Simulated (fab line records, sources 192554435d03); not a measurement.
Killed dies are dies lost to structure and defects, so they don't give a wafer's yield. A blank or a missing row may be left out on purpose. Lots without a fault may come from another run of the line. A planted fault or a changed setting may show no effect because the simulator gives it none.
Which tool did it? | flow n5_finfet | 14 lots, 42 wafers sampled, at 6 steps of a route of 1938

WHAT THE GAUGES READ, wafer by wafer
N5_BEOL_M10_OCD_MEAS_38.
lot  | measured     | on     | trench_depth_nm (nm)
L722 | day 10 16:53 | ocd-01 | 148.9 144.9 147.6
L721 | day 10 19:43 | ocd-02 | 151.2 144.8 152.1
L724 | day 11 22:27 | ocd-02 | 143.6 145.8 143.3
L727 | day 12 10:10 | ocd-02 | 144.5 147.5 147.3
L728 | day 13 06:06 | ocd-02 | 145.0 145.1 151.0
L731 | day 13 08:41 | ocd-01 | 152.2 146.1 146.6
L733 | day 13 13:57 | ocd-01 | 150.3 151.0 147.0
L735 | day 13 21:29 | ocd-01 | 155.2 143.9 145.1
L738 | day 14 11:26 | ocd-02 | 146.2 144.4 148.4
L736 | day 14 12:47 | ocd-01 | 149.5 149.9 144.6
L740 | day 15 09:59 | ocd-02 | 151.0 146.1 151.3
L741 | day 15 13:10 | ocd-02 | 148.2 149.7 144.3
L742 | day 15 18:14 | ocd-01 | 150.4 146.9 145.1
L743 | day 16 03:16 | ocd-02 | 149.1 147.2 149.7

N5_BEOL_M11_CD_MEAS_18: pitch 140 nm, target cd 70 nm.
lot  | measured     | on        | cd_nm (nm)
L722 | day 10 21:59 | cd_sem-03 | 69.1 69.7 69.1
L721 | day 11 02:23 | cd_sem-01 | 70.7 70.8 69.9
L724 | day 12 03:23 | cd_sem-03 | 70.3 69.4 69.6
L727 | day 12 16:10 | cd_sem-01 | 69.8 69.1 69.8
L728 | day 13 10:50 | cd_sem-01 | - - -
L731 | day 13 13:07 | cd_sem-03 | - - -
L733 | day 13 20:00 | cd_sem-03 | 70.5 69.3 70.1
L735 | day 14 03:02 | cd_sem-01 | 69.3 71.0 70.0
L738 | day 14 18:53 | cd_sem-02 | 68.5 69.6 68.8
L736 | day 14 19:40 | cd_sem-03 | 70.5 70.0 69.9
L740 | day 15 16:10 | cd_sem-03 | 70.7 69.9 71.1
L741 | day 15 19:49 | cd_sem-01 | 70.0 70.0 69.6
L742 | day 16 00:11 | cd_sem-02 | 69.2 69.6 70.9
L743 | day 16 09:15 | cd_sem-03 | 70.5 71.0 70.5

WHICH TOOL RAN EACH LOT (tool, then ch and the chambers of the sampled wafers, then the start)
lot  | N5_BEOL_M10_CMP_52            | N5_BEOL_M10_DEP_56              | N5_BEOL_M11_HM_DEP_02        | N5_BEOL_M11_HM_OPEN_17
L722 | cmp-01 ch 2,3, day 10 19:16   | pecvd-01 ch 0,1,2, day 10 19:35 | pvd_sputter-03, day 10 20:50 | rie_metal-01 ch 0,1, day 10 21:35
L721 | cmp-03 ch 0,2,3, day 10 23:47 | pecvd-01 ch 0,2, day 11 00:02   | pvd_sputter-01, day 11 01:12 | rie_metal-03 ch 0,1, day 11 02:14
L724 | cmp-03 ch 0,1, day 12 00:36   | pecvd-03 ch 0,1, day 12 00:58   | pvd_sputter-02, day 12 02:21 | rie_metal-02 ch 0,1, day 12 03:14
L727 | cmp-04 ch 2,3, day 12 12:12   | pecvd-04 ch 1,2, day 12 12:33   | pvd_sputter-03, day 12 14:54 | rie_metal-02 ch 1, day 12 15:43
L728 | cmp-03 ch 0,1,3, day 13 08:06 | pecvd-01 ch 0,1,2, day 13 08:20 | pvd_sputter-02, day 13 09:48 | rie_metal-02 ch 0,1, day 13 10:39
L731 | cmp-03 ch 0,1, day 13 10:53   | pecvd-04 ch 0,1, day 13 11:14   | pvd_sputter-03, day 13 12:08 | rie_metal-01 ch 0,1, day 13 12:56
L733 | cmp-04 ch 0,1, day 13 17:02   | pecvd-03 ch 0,2, day 13 17:23   | pvd_sputter-03, day 13 18:58 | rie_metal-01 ch 0,1, day 13 19:49
L735 | cmp-03 ch 0,2,3, day 14 00:34 | pecvd-03 ch 1,2, day 14 00:53   | pvd_sputter-01, day 14 01:51 | rie_metal-03 ch 0, day 14 02:51
L738 | cmp-04 ch 0,1,3, day 14 14:17 | pecvd-03 ch 1,2, day 14 14:39   | pvd_sputter-01, day 14 17:31 | rie_metal-02 ch 0,1, day 14 18:27
L736 | cmp-01 ch 0,2, day 14 15:38   | pecvd-03 ch 1,2, day 14 16:00   | pvd_sputter-01, day 14 17:58 | rie_metal-01 ch 0,1, day 14 19:23
L740 | cmp-03 ch 1,2, day 15 12:34   | pecvd-03 ch 1,2, day 15 12:53   | pvd_sputter-03, day 15 14:45 | rie_metal-02 ch 0,1, day 15 15:57
L741 | cmp-03 ch 0,2,3, day 15 15:48 | pecvd-03 ch 0,1, day 15 16:09   | pvd_sputter-02, day 15 18:23 | rie_metal-03 ch 0,1, day 15 19:38
L742 | cmp-03 ch 1,2,3, day 15 20:40 | pecvd-01 ch 0,1, day 15 21:00   | pvd_sputter-03, day 15 23:08 | rie_metal-03 ch 0,1, day 16 00:01
L743 | cmp-03 ch 1,3, day 16 05:53   | pecvd-03 ch 0,1,2, day 16 06:13 | pvd_sputter-01, day 16 08:13 | rie_metal-03 ch 0,1, day 16 09:04
- N5_BEOL_M10_CMP_52: polishes, stops on SiCOH lowk, t overpolish 7 s, target thk 140 nm.
- N5_BEOL_M10_DEP_56: deposits SiCN from 3MS/NH3, target thk 15 nm, time 26.5 s.
- N5_BEOL_M11_HM_DEP_02: deposits TiN, target thk 20 nm.
- N5_BEOL_M11_HM_OPEN_17: chemistry Cl2/BCl3, target TiN, target depth 20 nm, overetch 6 nm.

WHAT THE TOOLS THEMSELVES READ (means of the sampled wafers that have a number; where no wafer has one, the mark that the record gives instead)
N5_BEOL_M10_CMP_52.
lot  | tool   | barrier_field_endpoint_s (s) | clearing_platen_down_force_psi (psi) | motor_current_A (A) | overpolish_run_s (s) | time_to_endpoint_s (s)
L722 | cmp-01 | 29.1                         | 1.500                                | 6.6                 | 6.994                | 65
L721 | cmp-03 | 27.4                         | 1.496                                | 5.5                 | 7.003                | 60
L724 | cmp-03 | 28.9                         | 1.498                                | 5.4                 | 7.005                | 64
L727 | cmp-04 | 29.8                         | 1.500                                | 6.4                 | 6.998                | 67
L728 | cmp-03 | 28.6                         | 1.501                                | 5.5                 | 6.996                | 63
L731 | cmp-03 | 28.9                         | 1.499                                | 5.6                 | 6.996                | 67
L733 | cmp-04 | 30.0                         | 1.499                                | 5.6                 | 6.997                | 69
L735 | cmp-03 | 29.5                         | 1.497                                | 5.5                 | 6.996                | 61
L738 | cmp-04 | 29.4                         | 1.499                                | 5.9                 | 7.001                | 68
L736 | cmp-01 | 28.9                         | 1.498                                | 5.2                 | 6.999                | 65
L740 | cmp-03 | 28.5                         | 1.501                                | 5.3                 | 7.012                | 65
L741 | cmp-03 | 28.5                         | 1.500                                | 5.6                 | 7.001                | 64
L742 | cmp-03 | 28.8                         | 1.502                                | 5.7                 | 7.000                | 64
L743 | cmp-03 | 28.5                         | 1.501                                | 5.7                 | 7.000                | 66

N5_BEOL_M10_DEP_56.
lot  | tool     | chamber_pressure_Torr (Torr) | rf_fwd_power_W (W) | showerhead_plenum_p_Torr (Torr) | showerhead_vpp_V (V) | throttle_valve_pct (%)
L722 | pecvd-01 | 2.998                        | 199.4              | 3.669                           | 896                  | 8.7
L721 | pecvd-01 | 3.004                        | 199.4              | 3.671                           | 889                  | 9.1
L724 | pecvd-03 | 2.999                        | 199.4              | 3.670                           | 886                  | 9.2
L727 | pecvd-04 | 2.997                        | 200.1              | 3.670                           | 920                  | 9.0
L728 | pecvd-01 | 3.000                        | 199.1              | 3.666                           | 889                  | 8.7
L731 | pecvd-04 | 2.997                        | 199.9              | 3.674                           | 952                  | 9.3
L733 | pecvd-03 | 3.002                        | 198.1              | 3.648                           | 895                  | 8.5
L735 | pecvd-03 | 3.004                        | 199.1              | 3.666                           | 871                  | 9.0
L738 | pecvd-03 | 3.001                        | 198.7              | 3.668                           | 867                  | 8.8
L736 | pecvd-03 | 3.005                        | 199.3              | 3.650                           | 881                  | 8.6
L740 | pecvd-03 | 2.996                        | 198.8              | 3.669                           | 871                  | 8.8
L741 | pecvd-03 | 3.006                        | 199.8              | 3.673                           | 891                  | 9.2
L742 | pecvd-01 | 3.003                        | 199.3              | 3.677                           | 861                  | 9.2
L743 | pecvd-03 | 3.001                        | 199.0              | 3.660                           | 878                  | 9.0

N5_BEOL_M11_HM_DEP_02.
lot  | tool           | chamber_pressure_pa (Pa) | substrate_temp_c (C) | throttle_valve_pct (%)
L722 | pvd_sputter-03 | 0.4996                   | 25.01                | 29.9
L721 | pvd_sputter-01 | 0.4997                   | 24.95                | 29.1
L724 | pvd_sputter-02 | 0.5002                   | 25.04                | 28.7
L727 | pvd_sputter-03 | 0.4991                   | 24.95                | 29.5
L728 | pvd_sputter-02 | -                        | -                    | -
L731 | pvd_sputter-03 | -                        | -                    | -
L733 | pvd_sputter-03 | 0.5007                   | 25.05                | 30.3
L735 | pvd_sputter-01 | 0.5000                   | 24.96                | 30.2
L738 | pvd_sputter-01 | 0.4989                   | 24.94                | 30.8
L736 | pvd_sputter-01 | 0.4996                   | 24.95                | 29.6
L740 | pvd_sputter-03 | 0.5009                   | 25.10                | 29.9
L741 | pvd_sputter-02 | 0.5003                   | 25.03                | 29.8
L742 | pvd_sputter-03 | 0.5001                   | 24.96                | 29.6
L743 | pvd_sputter-01 | 0.5001                   | 24.89                | 29.8

N5_BEOL_M11_HM_OPEN_17.
lot  | tool         | drypump_motor_current_A (A) | oes_product_au (a.u.) | throttle_valve_pct (%)
L722 | rie_metal-01 | 6.5                         | 0.72                  | 21.98
L721 | rie_metal-03 | 5.8                         | 0.64                  | 22.06
L724 | rie_metal-02 | 6.1                         | 0.60                  | 22.13
L727 | rie_metal-02 | 6.6                         | 0.67                  | 22.09
L728 | rie_metal-02 | 6.1                         | 0.26                  | 22.79
L731 | rie_metal-01 | 6.4                         | 0.36                  | 22.62
L733 | rie_metal-01 | 6.5                         | 0.80                  | 21.91
L735 | rie_metal-03 | 5.4                         | 0.60                  | 22.18
L738 | rie_metal-02 | 6.1                         | 0.58                  | 22.14
L736 | rie_metal-01 | 6.5                         | 0.78                  | 21.94
L740 | rie_metal-02 | 6.1                         | 0.59                  | 22.15
L741 | rie_metal-03 | 5.8                         | 0.62                  | 22.11
L742 | rie_metal-03 | 6.1                         | 0.64                  | 21.99
L743 | rie_metal-03 | 5.8                         | 0.62                  | 22.08

THE ANSWER, worked out from the rows above alone
Rule: what is usual is taken from the lots themselves. Put in order of their means at a reading, lots are off if they are a third of the lots or fewer, leave a main group of 4 or more, and stand apart from it by a gap of 3 or more times the standard deviation of the main group's means; of several such gaps the widest counts. A main group whose means are all the same, to the digits that the tables above print for the reading, isn't used. A lot without any number at a reading at which 4 lots or more have one is off too. The other lots that the step has rows for count as sound. The gauges are gone through in route order, then the tools' own readings, and for those a lot's mean is taken as printed above. The first step at which some lot is off is used, and at that step the reading that is off furthest; a lot without a number counts as furthest.
Off: L728, L731, at N5_BEOL_M11_CD_MEAS_18 (cd_nm). Without a number there: L728, L731. The main group: mean 69.9 nm, standard deviation 0.48.
A tool fits if, at a process step before that reading, it ran every lot that is off, and no sound lot after the first of them. The gauges at N5_BEOL_M11_CD_MEAS_18 aren't tried: what is off there is off at N5_BEOL_M11_HM_DEP_02 too, on other tools, and a gauge's error can't cause that. None of those tried fits.

WHAT THE SIMULATOR HAD PUT IN
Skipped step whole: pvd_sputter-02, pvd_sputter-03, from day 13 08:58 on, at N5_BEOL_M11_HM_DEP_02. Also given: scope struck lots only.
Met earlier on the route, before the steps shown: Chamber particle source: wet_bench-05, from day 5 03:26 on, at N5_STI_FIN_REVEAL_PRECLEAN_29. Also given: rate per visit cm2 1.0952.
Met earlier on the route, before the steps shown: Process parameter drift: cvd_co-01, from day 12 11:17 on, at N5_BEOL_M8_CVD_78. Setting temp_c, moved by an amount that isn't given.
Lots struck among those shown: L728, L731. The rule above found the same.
